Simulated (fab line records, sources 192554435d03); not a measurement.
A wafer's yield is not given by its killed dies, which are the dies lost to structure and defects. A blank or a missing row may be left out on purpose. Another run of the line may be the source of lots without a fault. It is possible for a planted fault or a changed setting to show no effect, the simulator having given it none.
Matching of chambers	flow n5Finfet	4 sister chambers for N5_STI_FIN_REVEAL_ALD_14 on aldSin-02
The step deposits Si3N4, target thk 3 nm. 18 wafers are shown with their chamber, then 9 later ones without.

## EACH WAFER AND ITS CHAMBER
wafer	chamber	heaterPowerW (W)
L077.2	3	1075
L077.5	0	867
L077.6	3	1037
L079.1	2	770
L079.2	1	688
L079.5	0	859
L081.2	3	1057
L081.4	2	766
L081.5	0	859
L088.1	1	710
L088.2	2	783
L088.4	3	1056
L089.2	0	859
L089.3	2	783
L089.5	0	874
L093.4	3	1073
L093.5	0	867
L093.6	1	712

SIGNATURES (averages over the wafers above)
reading	chamber 0	chamber 1	chamber 2	chamber 3	scatter within a chamber
heaterPowerW	864.17	703.33	775.50	1059.60	11.1
Rule: a wafer's distance from a chamber is the root of the sum, over the readings, of the square of ((its reading less the chamber's mean) divided by the reading's scatter). The wafer belongs to the nearest chamber; if the next one is less than 2 further off, it can't be placed. The scatter: the root of (the sum of the squares of (reading less its chamber's mean) over the shown wafers, divided by (wafers less chambers)).

## WAFERS MISSING THEIR CHAMBER
wafer	heaterPowerW (W)
L094.2	697
L094.3	1054
L094.4	876
L095.1	865
L095.4	872
L095.5	778
L096.1	778
L096.2	1083
L096.6	1078

## CHAMBER TAKEN BY EACH
wafer	from the rows above	in truth
L094.2	1	1
L094.3	3	3
L094.4	0	0
L095.1	0	0
L095.4	0	0
L095.5	2	2
L096.1	2	2
L096.2	3	3
L096.6	3	3
Placed correctly: 9 of 9. Can't be placed from these rows: 0. Number placed wrongly: 0.
